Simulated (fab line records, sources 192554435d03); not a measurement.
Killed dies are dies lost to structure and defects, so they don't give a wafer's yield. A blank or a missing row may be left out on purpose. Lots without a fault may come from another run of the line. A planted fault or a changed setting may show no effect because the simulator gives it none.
fab line records | flow n5_finfet
record lots=24 wafers=72 last_day=19
route steps=1938 shown BEOL_M9@1419 BEOL_M10@1470
lots that met no fault: from a run of the same line without faults
start_h: hours from the record's first day to the start of the lot's first wafer shown | wait_h: hours since the lot's step before | " the same as in the row above | L1.1+2: a row that stands for several wafers | - no value, or no start given | * or withheld: withheld | < > ~ a bound
route shown NAME@n: a module of which the file shows steps, and the number in the route of the first | usual: mean/standard deviation of fault-free wafers | same: alike in all rows | chamber/n: place in a boat | sites: the reading at each site | _std_site: their standard deviation | _edge_site: outer sites' mean less inner sites' | radius_mm: how far each site lies from the wafer's centre | mask NAME#n: copy n | behind: the tool/chamber that last shaped the wafer | hold: why the lot was held/for how many hours/how that ended | device: the transistor (n, p or np) that didn't switch | end of line: the same wafers' tests at the end of the route | a step without rows: its recipe alone | killed: dies lost to structure and defects at the first sort, not the wafer's yield | map: a wafer's dies, x killed, . not, _ none there
set.NAME: the setting as run; set.NAME@STEP: as run at that earlier step | model.NAME: the simulator's own value behind a step, which no gauge read
steps of the route over a sample of lots; a table a step, a row a wafer
services: from which hour (start_h, from the record's first day; less than 0 if before it) a tool's chamber was out of use, for how many hours, and why
## steps
# step N5_BEOL_M9_ETCH_62
# recipe chemistry=N2/H2 target=SOC target_depth_a=1100 overetch_a=220 mask_material=SiARC temp_c=40 time_s=165 ion_energy_ev=200 pressure_mtorr=30 source_w=840 bias_w=150 n2_flow_sccm=200 h2_flow_sccm=200
# usual drypump_motor_current_A=5.5/0.64 h2_flow_sccm=199.9/0.67 oes_product_au=0.67/0.075 rf_vpp_V=524.2/2.2 showerhead_plenum_p_Torr=2.55/0.08 throttle_valve_pct=17.83/0.23
# columns lot.wafer tool chamber start_h wait_h drypump_motor_current_A h2_flow_sccm oes_product_au rf_hours_counter_h rf_vpp_V showerhead_plenum_p_Torr throttle_valve_pct
L074.1 rie_diel-06 2 202.23 0.0 6.5 201.0 0.77 8 522.8 2.50 17.49
L074.3 " 3 " " 5.5 200.8 0.62 178 523.9 2.53 17.97
L074.5 " 1 " " 5.4 199.8 0.62 - 522.6 2.51 17.84
L076.3 rie_diel-05 0 211.17 0.0 6.7 199.4 0.59 216 519.5 2.39 18.17
L076.4 " 1 " " 6.7 200.0 0.62 172 520.6 2.42 17.98
L076.6 " 0 " " 6.7 200.0 0.59 - 521.2 2.39 18.20
L075.2 rie_diel-05 2 211.82 0.0 5.3 199.0 0.60 216 526.3 2.62 17.88
L075.4 " 0 " " 6.7 199.6 0.58 216 519.9 2.39 18.20
L075.5 " 3 " " 4.9 199.7 0.76 - 527.8 2.72 17.82
L077.2 rie_diel-06 2 217.95 0.0 6.5 199.3 0.76 12 522.1 2.50 17.48
L077.4 " 0 " " 6.4 199.6 0.70 - 526.3 2.68 17.55
L077.5 " 1 " " 5.4 199.4 0.62 - 523.4 2.51 17.89
L078.1 rie_diel-06 1 219.90 0.0 5.4 199.9 0.61 195 522.6 2.51 17.87
L078.3 " 0 " " 6.4 200.3 0.69 80 527.2 2.68 17.55
L078.5 " 0 " " 6.4 200.3 0.69 - 527.0 2.68 17.55
L079.1 rie_diel-01 3 224.98 0.0 4.7 202.1 0.59 241 522.0 2.50 18.15
L079.2 " 0 " " 5.0 200.0 0.64 173 527.6 2.64 18.11
L079.6 " 3 " " 4.8 200.8 0.59 - 521.4 2.50 18.14
L080.2 rie_diel-06 2 227.35 0.0 6.5 199.1 0.76 16 523.4 2.50 17.50
L080.3 " 1 " " 5.4 200.5 0.61 198 523.7 2.51 17.87
L080.4 " 3 " " 5.5 199.7 0.63 184 524.0 2.52 17.99
L082.2 rie_diel-06 3 230.12 0.0 5.4 200.2 0.62 185 523.9 2.52 17.98
L082.3 " 0 " " 6.4 200.3 0.69 83 527.4 2.68 17.54
L082.4 " 1 " " 5.4 200.6 0.62 198 522.2 2.51 17.87
L081.2 rie_diel-01 1 234.74 0.0 5.2 200.0 0.57 244 525.1 2.60 17.82
L081.3 " 0 " " 5.0 201.1 0.64 176 526.3 2.64 18.12
L081.5 " 0 " " 5.0 199.7 0.64 - 525.8 2.64 18.10
L083.1 rie_diel-01 2 236.71 0.0 5.6 200.5 0.64 168 521.7 2.51 17.95
L083.2 " 1 " " 5.2 200.5 0.57 245 527.1 2.60 17.82
L083.4 " 3 " " 4.8 198.6 0.59 244 522.5 2.50 18.16
L084.1 rie_diel-06 1 243.36 0.0 5.4 199.9 0.61 204 523.4 2.51 17.88
L084.2 " 3 " " 5.5 201.1 0.62 190 523.8 2.52 18.00
L084.4 " 0 " " 6.4 199.9 0.68 89 526.3 2.68 17.56
L088.2 rie_diel-01 3 322.30 0.0 4.7 200.1 0.82 7 522.4 2.49 17.71
L088.3 " 2 " " 5.6 199.3 0.62 195 523.4 2.50 17.98
L088.5 " 2 " " 5.6 199.5 0.62 - 523.4 2.50 18.01
L094.3 rie_diel-06 3 329.90 0.0 5.5 200.5 0.60 213 521.5 2.51 18.02
L094.4 " 1 " " 5.4 200.6 0.59 227 523.3 2.50 17.91
L094.5 " 3 " " 5.5 200.0 0.60 - 523.4 2.51 18.03
L095.2 rie_diel-01 1 330.00 0.0 5.2 199.6 0.78 13 526.3 2.59 17.49
L095.5 " 1 " " 5.2 200.1 0.79 - 525.0 2.59 17.48
L095.6 " 0 " " 5.0 200.1 0.62 - 527.2 2.62 18.17
L090.1 rie_diel-01 3 333.85 0.0 4.7 199.6 0.80 10 523.0 2.49 17.73
L090.3 " 1 " " 5.2 200.6 0.78 14 525.6 2.59 17.49
L090.6 " 2 " " 5.5 200.6 0.61 - 524.0 2.50 18.01
L085.2 rie_diel-01 1 334.10 0.0 5.2 199.5 0.79 14 526.7 2.59 17.48
L085.4 " 3 " " 4.7 200.5 0.81 10 521.9 2.49 17.73
L085.6 " 3 " " 4.7 199.7 0.80 - 522.4 2.49 17.74
L089.3 rie_diel-01 1 344.89 0.0 5.2 199.8 0.78 17 525.5 2.59 17.49
L089.5 " 3 " " 4.7 200.2 0.79 - 523.6 2.49 17.73
L089.6 " 0 " " 5.0 200.2 0.62 - 526.0 2.62 18.16
L092.2 rie_diel-01 1 348.92 0.0 5.2 199.8 0.77 19 525.4 2.59 17.49
L092.4 " 2 " " 5.6 199.7 0.62 203 523.7 2.50 18.01
L092.6 " 3 " " 4.8 200.9 0.79 - 521.5 2.49 17.73
L091.1 rie_diel-06 1 353.98 0.0 5.4 200.7 0.59 232 523.4 2.50 17.94
L091.2 " 2 " " 6.5 200.5 0.70 50 522.5 2.48 17.56
L091.3 " 0 " " 6.4 199.8 0.66 118 525.9 2.67 17.60
L093.2 rie_diel-01 2 366.22 0.0 5.6 199.9 0.62 209 524.3 2.50 18.02
L093.3 " 1 " " 5.2 200.7 0.76 25 526.1 2.59 17.50
L093.6 " 1 " " 5.2 199.1 0.76 - 523.9 2.59 17.50
L087.1 rie_diel-01 3 366.50 0.0 4.8 200.6 0.78 21 522.3 2.49 17.74
L087.2 " 2 " " 5.5 199.2 0.61 209 521.5 2.50 18.03
L087.3 " 1 " " 5.2 200.3 0.77 25 525.1 2.59 17.51
L096.1 rie_diel-06 2 371.39 0.0 6.5 199.3 0.70 56 523.3 2.48 17.56
L096.4 " 3 " " 5.4 199.8 0.60 221 521.9 2.51 18.04
L096.5 " 1 " " 5.4 200.0 0.58 - 521.6 2.49 17.93
L086.3 rie_diel-01 0 378.10 0.0 5.0 198.7 0.61 215 526.8 2.62 18.18
L086.4 " 3 " " 4.7 199.1 0.78 25 521.9 2.49 17.75
L086.5 " 0 " " 5.0 199.4 0.62 - 526.3 2.62 18.20
L097.1 rie_diel-05 1 378.27 0.0 6.7 199.8 0.60 209 519.2 2.41 18.04
L097.3 " 0 " " 6.7 198.1 0.80 3 527.4 2.70 17.91
L097.6 " 1 " " 6.7 199.1 0.59 - 519.3 2.41 18.05
# step N5_BEOL_M9_INSPECT_30
# recipe mode=adi inspect_instrument=brightfield
# usual raw_defect_count=393/84
# columns lot.wafer tool chamber start_h wait_h raw_defect_count
L074.1 defect_inspect-02 - 203.19 0.1 320
L074.3 " - " " 301
L074.5 " - " " 703
L076.3 defect_inspect-02 - 212.06 0.0 304
L076.4 " - " " 365
L076.6 " - " " 393
L075.2 defect_inspect-01 - 212.70 0.0 563
L075.4 " - " " 443
L075.5 " - " " 429
L077.2 defect_inspect-01 - 218.71 0.0 311
L077.4 " - " " 337
L077.5 " - " " 305
L078.1 defect_inspect-02 - 220.78 0.1 511
L078.3 " - " " 391
L078.5 " - " " 341
L079.1 defect_inspect-01 - 225.74 0.1 441
L079.2 " - " " 449
L079.6 " - " " 392
L080.2 defect_inspect-02 - 228.21 0.1 408
L080.3 " - " " 271
L080.4 " - " " 358
L082.2 defect_inspect-01 - 230.88 0.0 409
L082.3 " - " " 652
L082.4 " - " " 533
L081.2 defect_inspect-02 - 235.74 0.0 406
L081.3 " - " " 475
L081.5 " - " " 505
L083.1 defect_inspect-01 - 237.60 0.1 390
L083.2 " - " " 397
L083.4 " - " " 416
L084.1 defect_inspect-02 - 244.21 0.1 239
L084.2 " - " " 426
L084.4 " - " " 312
L088.2 defect_inspect-01 - 323.61 0.0 368
L088.3 " - " " 392
L088.5 " - " " 417
L095.2 defect_inspect-01 - 334.89 0.0 327
L095.5 " - " " 282
L095.6 " - " " 277
L094.3 defect_inspect-02 - 335.05 0.0 412
L094.4 " - " " 607
L094.5 " - " " 369
L090.1 defect_inspect-01 - 335.09 0.1 363
L090.3 " - " " 350
L090.6 " - " " 323
L085.2 defect_inspect-02 - 337.37 0.0 405
L085.4 " - " " 512
L085.6 " - " " 484
L089.3 defect_inspect-02 - 347.28 0.0 401
L089.5 " - " " 368
L089.6 " - " " 471
L092.2 defect_inspect-02 - 351.88 0.1 470
L092.4 " - " " 380
L092.6 " - " " 433
L091.1 defect_inspect-02 - 356.33 0.1 415
L091.2 " - " " 363
L091.3 " - " " 489
L093.2 defect_inspect-02 - 368.77 0.0 407
L093.3 " - " " 426
L093.6 " - " " 460
L087.1 defect_inspect-02 - 368.81 0.1 272
L087.2 " - " " 305
L087.3 " - " " 369
L096.1 defect_inspect-02 - 373.55 0.1 348
L096.4 " - " " 514
L096.5 " - " " 429
L086.3 defect_inspect-01 - 379.16 0.0 393
L086.4 " - " " 441
L086.5 " - " " 406
L097.1 defect_inspect-02 - 379.30 0.1 328
L097.3 " - " " 416
L097.6 " - " " 291
# step N5_BEOL_M9_VIA_ETCH_34
# recipe chemistry=C4F6/O2 target=SiCOH_lowk target_depth_a=1824 mask_material=SOC taper_deg=4 time_s=68.4 ion_energy_ev=250 pressure_mtorr=30 source_w=345 bias_w=185 Ar_flow_sccm=300 C4F6_flow_sccm=10 O2_flow_sccm=10
# usual O2_flow_sccm=10.00/0.032 drypump_motor_current_A=5.6/0.69 oes_product_au=0.77/0.094 rf_vpp_V=669/13 showerhead_plenum_p_Torr=2.87/0.088 throttle_valve_pct=21.01/0.24
# columns lot.wafer tool chamber start_h wait_h O2_flow_sccm drypump_motor_current_A oes_product_au rf_hours_counter_h rf_vpp_V showerhead_plenum_p_Torr throttle_valve_pct
L074.1 rie_diel-06 2 203.41 0.0 9.94 6.5 0.91 8 659 2.81 20.60
L074.3 " 0 " " 9.99 6.4 0.82 74 655 2.98 20.55
L074.5 " 1 " " 9.99 5.4 0.71 - 667 2.82 20.93
L076.3 rie_diel-01 3 212.27 0.0 9.99 4.8 0.70 236 669 2.80 21.19
L076.4 " 1 " " 9.98 5.2 0.69 237 672 2.93 20.93
L076.6 " 1 " " 10.02 5.2 0.68 - 671 2.93 20.95
L075.2 rie_diel-01 2 212.91 0.0 10.02 5.6 0.75 160 688 2.85 21.19
L075.4 " 3 " " 9.99 4.8 0.70 236 670 2.80 21.19
L075.5 " 0 " " 9.99 5.0 0.76 - 694 2.94 21.12
L077.2 rie_diel-05 1 218.92 0.0 9.96 6.7 0.71 174 648 2.75 21.21
L077.4 " 3 " " 10.02 5.0 0.89 33 660 3.00 20.86
L077.5 " 0 " " 9.98 6.7 0.69 - 671 2.72 21.42
L078.1 rie_diel-05 0 221.00 0.0 10.06 6.7 0.69 219 671 2.72 21.42
L078.3 " 2 " " 10.00 5.3 0.69 219 666 2.94 21.04
L078.5 " 2 " " 10.00 5.3 0.70 - 665 2.94 21.05
L079.1 rie_diel-01 1 225.96 0.0 9.97 5.2 0.68 242 674 2.93 20.95
L079.2 " 0 " " 9.99 5.1 0.75 174 694 2.94 21.12
L079.6 " 1 " " 10.00 5.2 0.68 - 673 2.93 20.94
L080.2 rie_diel-05 3 228.42 0.0 10.04 4.9 0.88 36 659 3.00 20.85
L080.3 " 1 " " 9.98 6.7 0.72 177 649 2.75 21.23
L080.4 " 2 " " 10.00 5.3 0.68 221 665 2.94 21.04
L082.2 rie_diel-01 3 231.09 0.0 10.02 4.7 0.69 242 670 2.80 21.21
L082.3 " 1 " " 10.03 5.2 0.68 243 674 2.93 20.96
L082.4 " 2 " " 9.93 5.6 0.75 166 688 2.85 21.19
L081.2 rie_diel-06 0 236.51 0.0 9.97 6.4 0.81 86 657 2.97 20.59
L081.3 " 1 " " 9.96 5.4 0.70 201 667 2.81 20.94
L081.5 " 2 " " 9.99 6.5 0.89 - 660 2.81 20.65
L083.1 rie_diel-06 3 237.97 0.0 9.92 5.5 0.74 188 657 2.85 21.11
L083.2 " 2 " " 10.02 6.5 0.90 19 660 2.81 20.64
L083.4 " 1 " " 9.97 5.4 0.70 201 669 2.81 20.95
L084.1 rie_diel-06 2 244.43 0.0 10.01 6.5 0.88 22 659 2.81 20.65
L084.2 " 0 " " 10.01 6.4 0.81 89 655 2.97 20.58
L084.4 " 3 " " 9.99 5.5 0.72 191 657 2.85 21.11
L088.2 rie_diel-01 3 323.82 0.0 9.98 4.7 0.96 7 669 2.79 20.82
L088.3 " 0 " " 9.99 5.0 0.73 203 693 2.92 21.16
L088.5 " 2 " " 9.96 5.5 0.73 - 687 2.83 21.23
L095.2 rie_diel-01 0 335.10 0.0 10.01 5.0 0.73 206 693 2.92 21.18
L095.5 " 0 " " 9.95 5.0 0.73 - 694 2.92 21.18
L095.6 " 1 " " 9.93 5.2 0.94 - 672 2.92 20.69
L094.3 rie_diel-01 3 335.59 0.0 10.02 4.7 0.94 11 670 2.79 20.84
L094.4 " 0 " " 10.02 5.0 0.73 206 695 2.92 21.19
L094.5 " 1 " " 10.00 5.2 0.93 - 674 2.92 20.68
L090.1 rie_diel-05 1 335.69 0.0 10.02 6.7 0.69 200 648 2.74 21.26
L090.3 " 0 " " 9.98 6.7 0.67 245 672 2.71 21.46
L090.6 " 2 " " 10.03 5.3 0.68 - 666 2.93 21.06
L085.2 rie_diel-05 0 337.58 0.0 9.99 6.7 0.68 246 672 2.71 21.46
L085.4 " 1 " " 10.02 6.7 0.70 200 648 2.74 21.26
L085.6 " 2 " " 10.05 5.3 0.68 - 664 2.93 21.08
L089.3 rie_diel-01 1 347.50 0.0 10.00 5.2 0.93 18 672 2.92 20.69
L089.5 " 0 " " 9.98 5.0 0.73 - 694 2.92 21.19
L089.6 " 1 " " 9.99 5.2 0.93 - 671 2.92 20.69
L092.2 rie_diel-06 2 352.09 0.0 10.01 6.5 0.83 49 658 2.79 20.66
L092.4 " 1 " " 10.05 5.4 0.68 - 666 2.80 20.98
L092.6 " 0 " " 10.05 6.4 0.78 - 656 2.96 20.61
L091.1 rie_diel-05 1 356.55 0.0 10.01 6.7 0.69 205 647 2.74 21.27
L091.2 " 3 " " 9.98 5.0 0.86 63 658 2.99 20.91
L091.3 " 2 " " 10.01 5.3 0.68 248 665 2.93 21.08
L093.2 rie_diel-06 0 369.02 0.0 10.06 6.4 0.77 122 657 2.95 20.64
L093.3 " 1 " " 10.01 5.4 0.68 237 667 2.80 21.00
L093.6 " 1 " " 9.97 5.4 0.69 - 667 2.80 21.02
L087.1 rie_diel-01 1 369.45 0.0 9.98 5.2 0.91 26 671 2.91 20.70
L087.2 " 2 " " 9.99 5.6 0.71 210 689 2.83 21.26
L087.3 " 3 " " 10.03 4.7 0.91 21 669 2.79 20.84
L096.1 rie_diel-05 3 373.76 0.0 10.02 5.0 0.85 69 659 2.99 20.91
L096.4 " 3 " " 10.00 5.0 0.84 - 659 2.99 20.90
L096.5 " 2 " " 9.96 5.3 0.67 - 665 2.92 21.09
L086.3 rie_diel-01 2 379.38 0.0 9.98 5.5 0.71 214 687 2.82 21.28
L086.4 " 1 " " 9.98 5.2 0.90 29 672 2.91 20.72
L086.5 " 3 " " 9.96 4.7 0.90 - 668 2.78 20.85
L097.1 rie_diel-05 1 379.51 0.0 10.00 6.7 0.69 210 647 2.74 21.27
L097.3 " 0 " " 9.93 6.7 0.95 3 682 3.05 21.21
L097.6 " 0 " " 10.01 6.7 0.95 - 684 3.05 21.20
# step N5_BEOL_M9_CMP_52
# recipe stop_on=SiCOH_lowk t_overpolish_s=7 down_force_psi=1 platen_rpm=50 clearing_platen_down_force_psi=1.5 clearing_platen_rpm=50 post_cmp_clean=cu_alkaline target_thk_nm=140 clearing_platen_pad_velocity_m_s=0.99484 pad_velocity_m_s=0.99484
# usual barrier_field_endpoint_s=29.0/0.84 motor_current_A=5.9/0.74 overpolish_run_s=7.000/0.0094 time_to_endpoint_s=66/3.7
# columns lot.wafer tool chamber start_h wait_h barrier_field_endpoint_s motor_current_A overpolish_run_s time_to_endpoint_s
L074.1 cmp-02 1 206.47 0.3 27.9 5.4 7.000 64
L074.3 " 3 " " 28.9 6.7 7.001 65
L074.5 " 0 " " 28.7 4.9 7.004 63
L076.4 cmp-02 1 214.74 0.4 29.6 5.1 7.002 67
L076.3 " 3 " " 27.7 6.4 6.995 63
L076.6 " 0 " " 28.6 5.0 6.989 62
L075.4 cmp-01 2 215.34 0.2 28.5 6.7 7.006 63
L075.2 " 0 " " 28.0 5.6 7.009 62
L075.5 " 2 " " 28.3 6.6 7.024 63
L077.4 cmp-02 2 220.95 0.2 28.0 6.1 7.015 63
L077.2 " 3 " " 28.8 6.4 6.986 63
L077.5 " 2 " " 28.3 6.2 7.006 63
L078.1 cmp-01 1 223.33 0.3 28.6 7.4 6.990 60
L078.3 " 3 " " 28.8 5.3 6.986 64
L078.5 " 1 " " 28.5 6.9 7.002 61
L079.2 cmp-02 2 227.83 0.2 28.1 5.8 6.996 64
L079.1 " 0 " " 27.8 4.7 6.988 62
L079.6 " 2 " " 28.5 5.9 6.998 64
L080.4 cmp-04 0 230.44 0.1 30.3 5.4 7.005 69
L080.2 " 1 " " 30.0 5.8 6.998 74
L080.3 " 2 " " 30.2 7.1 6.997 75
L082.2 cmp-04 0 233.04 0.2 31.2 5.3 6.994 73
L082.3 " 1 " " 29.9 5.6 7.005 70
L082.4 " 2 " " 31.8 7.1 7.003 76
L081.2 cmp-01 3 238.69 0.2 27.9 5.3 7.001 64
L081.3 " 1 " " 28.3 7.2 7.000 61
L081.5 " 0 " " 29.3 5.8 6.990 66
L083.2 cmp-02 2 239.92 0.3 29.4 6.0 7.010 68
L083.1 " 3 " " 28.5 6.5 6.990 65
L083.4 " 0 " " 29.0 5.0 6.994 64
L084.4 cmp-04 1 246.42 0.1 29.5 6.0 7.008 70
L084.2 " 2 " " 29.3 7.1 6.983 72
L084.1 " 0 " " 28.6 5.2 7.009 69
L088.3 cmp-01 0 325.80 0.2 29.8 6.0 6.997 69
L088.2 " 3 " " 28.8 5.2 7.004 67
L088.5 " 0 " " 29.3 6.0 7.007 68
L095.2 cmp-04 0 338.63 0.3 28.0 5.2 7.027 67
L095.5 " 1 " " 29.5 6.1 6.984 69
L095.6 " 2 " " 30.2 7.5 6.990 71
L094.3 cmp-02 1 339.35 0.2 28.5 5.5 6.990 65
L094.4 " 2 " " 28.2 6.2 7.011 64
L094.5 " 0 " " 27.4 4.9 7.012 59
L090.3 cmp-04 0 339.49 0.2 28.2 5.2 7.000 64
L090.1 " 1 " " 28.7 5.9 6.999 68
L090.6 " 1 " " 29.2 5.7 7.007 66
L085.2 cmp-02 2 340.07 0.2 29.0 6.3 7.005 63
L085.4 " 0 " " 28.9 4.9 7.004 61
L085.6 " 3 " " 29.0 6.5 7.020 61
L089.3 cmp-02 2 349.79 0.2 28.4 5.9 7.001 63
L089.5 " 1 " " 29.0 5.0 6.994 65
L089.6 " 2 " " 28.8 6.2 7.002 62
L092.2 cmp-04 3 354.74 0.2 29.1 5.2 6.991 66
L092.4 " 1 " " 30.1 5.9 6.999 69
L092.6 " 3 " " 29.9 5.4 7.010 68
L091.2 cmp-04 2 358.81 0.2 29.7 7.0 7.008 70
L091.1 " 3 " " 28.3 5.4 6.987 66
L091.3 " 0 " " 28.6 5.3 7.023 64
L093.3 cmp-01 0 371.42 0.2 29.7 6.0 6.994 71
L093.2 " 2 " " 30.0 6.9 6.998 70
L093.6 " 0 " " 30.2 5.7 6.993 71
L087.1 cmp-04 2 371.76 0.3 30.1 7.2 7.009 73
L087.3 " 0 " " 29.1 5.2 7.016 69
L087.2 " 1 " " 29.2 5.8 7.000 68
L096.4 cmp-02 3 375.85 0.2 28.9 6.2 6.998 64
L096.1 " 0 " " 28.4 5.2 6.994 67
L096.5 " 3 " " 29.2 7.1 7.003 69
L086.3 cmp-04 2 382.07 0.3 29.2 6.9 6.999 71
L086.4 " 0 " " 27.9 5.5 6.983 64
L086.5 " 2 " " 28.8 7.3 6.999 68
L097.1 cmp-02 0 382.65 0.5 27.8 4.7 7.005 64
L097.3 " 2 " " 29.3 5.8 6.977 73
L097.6 " 0 " " 29.6 5.0 6.988 69
# step N5_BEOL_M10_ILD_DEP_00
# recipe material=SiCOH_lowk target_thk_a=3085.1 temp_c=300 precursor=DEMS/porogen pressure_torr=5 rf_w=500 time_s=58
# usual heater_power_w=297/47 showerhead_plenum_p_Torr=5.742/0.015 throttle_valve_pct=14.1/0.68
# columns lot.wafer tool chamber start_h wait_h heater_power_w showerhead_plenum_p_Torr throttle_valve_pct
L074.1 pecvd-03 0 206.92 0.0 271 5.758 14.6
L074.3 " 2 " " 315 5.754 14.1
L074.5 " 2 " " 319 5.754 14.0
L076.3 pecvd-04 1 215.23 0.1 269 5.745 13.6
L076.4 " 0 " " 296 5.753 14.7
L076.6 " 0 " " 307 5.742 14.2
L075.2 pecvd-03 2 215.83 0.0 347 5.744 14.3
L075.4 " 2 " " 346 5.731 14.3
L075.5 " 1 " " 368 5.747 14.6
L077.2 pecvd-03 1 221.44 0.0 296 5.734 14.5
L077.4 " 2 " " 303 5.740 14.0
L077.5 " 0 " " 291 5.753 14.9
L078.1 pecvd-03 1 223.78 0.0 341 5.741 14.5
L078.3 " 2 " " 344 5.755 14.3
L078.5 " 0 " " 321 5.732 14.5
L079.1 pecvd-04 0 228.32 0.0 237 5.752 14.6
L079.2 " 1 " " 271 5.748 14.1
L079.6 " 0 " " 259 5.739 14.7
L080.2 pecvd-04 1 230.93 0.0 244 5.759 13.5
L080.3 " 1 " " 261 5.777 13.8
L080.4 " 0 " " 237 5.755 14.5
L082.2 pecvd-02 2 234.56 0.0 445 5.716 13.8
L082.3 " 0 " " 270 5.738 14.5
L082.4 " 2 " " 451 5.720 13.5
L081.2 pecvd-03 2 239.19 0.0 345 5.739 13.9
L081.3 " 1 " " 323 5.729 14.6
L081.5 " 1 " " 341 5.733 14.7
L083.1 pecvd-02 2 240.41 0.0 473 5.722 13.9
L083.2 " 0 " " 292 5.731 14.7
L083.4 " 2 " " 375 5.716 13.5
L084.1 pecvd-04 0 246.91 0.0 257 5.767 14.7
L084.2 " 1 " " 248 5.753 14.0
L084.4 " 0 " " 271 5.741 14.5
L088.2 pecvd-04 0 326.29 0.0 270 5.756 14.7
L088.3 " 2 " " 250 5.738 12.9
L088.5 " 2 " " 250 5.728 12.8
L095.2 pecvd-04 0 339.01 0.0 286 5.757 15.0
L095.5 " 0 " " 299 5.761 14.8
L095.6 " 1 " " 284 5.765 13.7
L094.3 pecvd-02 1 339.77 0.0 281 5.735 14.1
L094.4 " 2 " " 389 5.724 13.6
L094.5 " 1 " " 284 5.728 14.4
L090.1 pecvd-03 0 339.98 0.0 318 5.754 14.6
L090.3 " 2 " " 290 5.741 14.5
L090.6 " 0 " " 328 5.744 14.2
L085.2 pecvd-04 0 340.56 0.0 302 5.758 14.7
L085.4 " 2 " " 245 5.723 12.7
L085.6 " 0 " " 305 5.751 15.2
L089.3 pecvd-04 0 350.24 0.0 296 5.755 15.0
L089.5 " 2 " " 231 5.728 12.5
L089.6 " 1 " " 305 5.737 13.8
L092.2 pecvd-04 1 355.23 0.0 271 5.773 13.6
L092.4 " 1 " " 279 5.753 13.8
L092.6 " 2 " " 256 5.731 12.7
L091.1 pecvd-04 2 359.26 0.0 248 5.735 12.7
L091.2 " 1 " " 279 5.756 13.9
L091.3 " 0 " " 269 5.744 14.7
L093.2 pecvd-02 2 371.91 0.0 405 5.715 13.8
L093.3 " 0 " " 326 5.728 14.4
L093.6 " 2 " " 416 5.740 14.0
L087.1 pecvd-03 0 372.25 0.0 295 5.756 14.5
L087.2 " 1 " " 306 5.737 14.4
L087.3 " 2 " " 307 5.738 14.7
L096.1 pecvd-04 0 376.31 0.0 288 5.745 14.8
L096.4 " 0 " " 296 5.748 14.8
L096.5 " 2 " " 215 5.710 12.5
L086.3 pecvd-03 0 382.60 0.0 319 5.744 14.4
L086.4 " 1 " " 352 5.740 14.2
L086.5 " 2 " " 340 5.726 14.3
L097.1 pecvd-04 2 383.11 0.0 200 5.711 12.7
L097.3 " 0 " " 237 5.748 14.8
L097.6 " 1 " " 303 5.752 13.8
# step N5_BEOL_M10_HM_DEP_02
# recipe material=TiN target_thk_a=200 temp_c=25 chamber_pressure_pa=0.49996
# usual throttle_valve_pct=30.1/1
# columns lot.wafer tool chamber start_h wait_h throttle_valve_pct
L074.1 pvd_sputter-02 - 208.34 0.8 30.3
L074.3 " - " " 29.2
L074.5 " - " " 30.5
L076.3 pvd_sputter-01 - 215.93 0.0 30.4
L076.4 " - " " 31.4
L076.6 " - " " 30.3
L075.2 pvd_sputter-03 - 217.25 0.6 30.8
L075.4 " - " " 28.8
L075.5 " - " " 28.2
L077.2 pvd_sputter-02 - 222.55 0.1 28.8
L077.4 " - " " 28.3
L077.5 " - " " 30.4
L078.1 pvd_sputter-03 - 224.53 0.1 28.4
L078.3 " - " " 28.3
L078.5 " - " " 28.9
L079.1 pvd_sputter-03 - 229.05 0.1 29.0
L079.2 " - " " 31.1
L079.6 " - " " 28.8
L080.2 pvd_sputter-02 - 231.66 0.1 28.1
L080.3 " - " " 29.0
L080.4 " - " " 29.5
L082.2 pvd_sputter-03 - 235.25 0.0 28.6
L082.3 " - " " 31.3
L082.4 " - " " 28.7
L081.2 pvd_sputter-02 - 239.88 0.1 28.7
L081.3 " - " " 28.2
L081.5 " - " " 28.5
L083.1 pvd_sputter-03 - 241.12 0.0 30.8
L083.2 " - " " 31.4
L083.4 " - " " 28.8
L084.1 pvd_sputter-01 - 247.60 0.0 30.2
L084.2 " - " " 31.5
L084.4 " - " " 30.0
L088.2 pvd_sputter-03 - 328.72 1.8 29.0
L088.3 " - " " 30.7
L088.5 " - " " 28.6
L095.2 pvd_sputter-01 - 342.18 2.5 30.2
L095.5 " - " " 29.8
L095.6 " - " " 31.2
L094.3 pvd_sputter-01 - 342.58 2.2 30.4
L094.4 " - " " 30.5
L094.5 " - " " 31.3
L090.1 pvd_sputter-01 - 342.68 2.1 29.9
L090.3 " - " " 31.3
L090.6 " - " " 30.1
L085.2 pvd_sputter-01 - 342.78 1.6 30.2
L085.4 " - " " 30.0
L085.6 " - " " 31.4
L089.3 pvd_sputter-01 - 352.79 1.9 30.5
L089.5 " - " " 29.9
L089.6 " - " " 31.2
L092.2 pvd_sputter-03 - 356.96 1.1 30.6
L092.4 " - " " 28.9
L092.6 " - " " 28.7
L091.1 pvd_sputter-01 - 360.77 0.4 30.3
L091.2 " - " " 30.0
L091.3 " - " " 31.6
L093.2 pvd_sputter-03 - 373.91 1.4 31.3
L093.3 " - " " 28.6
L093.6 " - " " 28.1
L087.1 pvd_sputter-01 - 374.15 1.1 31.3
L087.2 " - " " 30.1
L087.3 " - " " 30.2
L096.1 pvd_sputter-01 - 377.54 0.6 30.2
L096.4 " - " " 29.8
L096.5 " - " " 31.2
L086.3 pvd_sputter-01 - 385.88 2.5 29.9
L086.4 " - " " 30.0
L086.5 " - " " 31.5
L097.1 pvd_sputter-01 - 385.98 2.2 30.1
L097.3 " - " " 31.1
L097.6 " - " " 31.5
## services
# columns tool chamber start_h hours kind
cmp-04 - 179.71 17.3 pm
cmp-02 - 192.55 0.3 repair
cmp-04 - 208.65 19.4 repair
cmp-02 - 234.08 4.0 pm
rie_diel-05 - 253.99 4.3 pm
cmp-04 - 259.59 4.0 pm
pvd_sputter-01 - 273.00 6.9 repair
cmp-02 - 278.02 5.3 pm
rie_diel-05 - 284.08 2.4 repair
cmp-04 - 286.28 2.3 repair
rie_diel-01 1 294.48 7.1 repair
pecvd-04 2 301.30 3.7 repair
pvd_sputter-01 - 303.61 2.6 repair
cmp-02 - 304.89 2.2 repair
rie_diel-05 - 320.91 14.6 pm
cmp-02 - 329.54 0.5 repair
pvd_sputter-01 - 340.71 0.5 repair
rie_diel-05 0 348.78 2.5 repair
rie_diel-06 3 349.43 8.6 repair
cmp-04 - 359.88 1.4 repair
pvd_sputter-01 - 361.77 2.6 repair
rie_diel-01 0 362.90 12.3 repair
rie_diel-05 1 368.33 8.1 repair
pvd_sputter-03 - 381.99 4.0 repair
## key
fault none
